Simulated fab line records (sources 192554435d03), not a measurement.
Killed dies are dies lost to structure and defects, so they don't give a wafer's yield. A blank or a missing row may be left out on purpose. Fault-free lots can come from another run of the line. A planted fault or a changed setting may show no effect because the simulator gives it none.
Lot-split experiment | flow n5Finfet | 21 wafers read from 7 lots, route of 1938 steps

## ON THE SPLIT
At N5_SD_EPI_N_PEB_07 (peb time 60 s), the setting pebTempC was moved away from the recipe's 110 C on 10 of the 21 wafers read, by -3.1% to +2.0%. For the rest of the wafers, this setting stayed at what the recipe calls for.

## THE PATH FROM SPLIT TO READING: the file shows 1 step between them
- N5_SD_EPI_N_DEVELOP_08: develop time 30 s

## THE READING
Shown in nm: cdNm at N5_SD_EPI_N_CD_MEAS_09, with target cd 120 nm. A value of 119.8 nm with a standard deviation of 0.62 nm is what fault-free wafers of this fab line usually give.

wafer  | tool, chamber at the split | pebTempC as run, C | against the recipe | cdNm, nm | against lot-mates on the recipe
L076.1 | lithoTrack-03, 0           | 110                | recipe             | 118.8    | -
L076.3 | lithoTrack-03, 0           | 110                | recipe             | 119.6    | -
L076.6 | lithoTrack-03, 0           | 106.9              | -2.8%              | 111.1    | -8.1
L077.3 | lithoTrack-05, 0           | 110                | recipe             | 119.5    | -
L077.4 | lithoTrack-05, 0           | 110                | recipe             | 119.2    | -
L077.6 | lithoTrack-05, 0           | 110                | recipe             | 120.6    | -
L078.2 | lithoTrack-05, 0           | 110                | recipe             | 119.7    | -
L078.4 | lithoTrack-05, 0           | 110                | recipe             | 119.8    | -
L078.5 | lithoTrack-05, 0           | 110                | recipe             | 119.8    | -
L081.3 | lithoTrack-01, 0           | 110                | recipe             | 120.2    | -
L081.4 | lithoTrack-01, 0           | 108                | -1.8%              | 113.1    | -7.1
L081.6 | lithoTrack-01, 0           | 108                | -1.8%              | 114.3    | -5.9
L091.2 | lithoTrack-01, 0           | 112.2              | +2.0%              | 125.4    | +5.6
L091.3 | lithoTrack-01, 0           | 110                | recipe             | 119.8    | -
L091.6 | lithoTrack-01, 0           | 112.2              | +2.0%              | 125.3    | +5.5
L093.2 | lithoTrack-01, 0           | 107.8              | -2.0%              | 113.9    | no lot-mate on the recipe
L093.4 | lithoTrack-01, 0           | 107.8              | -2.0%              | 114.3    | no lot-mate on the recipe
L093.5 | lithoTrack-01, 0           | 107.8              | -2.0%              | 113.6    | no lot-mate on the recipe
L095.3 | lithoTrack-01, 0           | 110                | recipe             | 120.6    | -
L095.4 | lithoTrack-01, 0           | 106.6              | -3.1%              | 110.7    | -9.9
L095.5 | lithoTrack-01, 0           | 106.6              | -3.1%              | 109.8    | -10.8

FIT RESULTS
A straight line over all 21 wafers: cdNm changes by +3 nm for each +1% of pebTempC; r = +0.99; the points scatter about the line by 0.54 nm.
The same after taking each lot's own level away (the mean of its wafers on the recipe; 18 wafers): +3.14 nm for each +1%; r = +0.99; scatter 0.59 nm.
That fit puts the effect of the largest move of pebTempC on the reading at 9.7 nm.
The span of the lots' own levels, 119.20 to 120.60 nm, comes to 2.3 times the standard deviation stated above.
So the lot-to-lot level changes the slope little: the two slopes agree.
Check: for one of the wafers moved furthest among these (-3.1%), held out of the fit, the line's prediction against its lot-mates is -9.92 nm. Against them it came out at -9.9 nm.

## THE OTHER SPLITS THESE WAFERS WENT THROUGH
Before the reading, these wafers also passed through other splits. Each is held against what the fit with the lots' levels taken away leaves over:
other split on the same wafers        | wafers away from the commonest value | r with cdNm (lot level and that fit taken away)
N5_ZERO_LAYER_PECVD_02 timeS          | 5                                    | +0.38
N5_ZERO_LAYER_EXPOSE_08 doseMj        | 7                                    | -0.25
N5_PMOS_HMC_CHANNEL_EPI_ETCH_32 biasW | 11                                   | -0.13
N5_FIN_SAQP_ETCH_65 timeS             | 8                                    | +0.15
N5_FIN_SAQP_COAT_68 spinRpm           | 8                                    | -0.07
N5_FIN_CUT_CUT_ETCH_26 timeS          | 3                                    | +0.07

## THE WHOLE CHAIN: every reading that the file lists as answering this split, in the file's order
step                   | what it does                                     | reading                                                        | change (the file's fit)              | r (the file's)
N5_SD_EPI_N_CD_MEAS_09 | target cd 120 nm                                 | cdNm                                                           | +3.14 nm for each +1% of the setting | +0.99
N5_SD_EPI_N_DESCUM_14  | chemistry O2, time 7.9 s                         | SD_EPI_N.cdNm (the simulator's own value, which no gauge read) | +3.12 nm for each +1% of the setting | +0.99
N5_SD_EPI_N_ETCH_35    | etches SOC in N2/H2, overetch 108 nm, time 486 s | SD_EPI_N.cdNm (the simulator's own value, which no gauge read) | +2.68 nm for each +1% of the setting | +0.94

## THE FILE'S OWN FIT
cdNm changes by +3.14 nm for each +1% of pebTempC, r = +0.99.
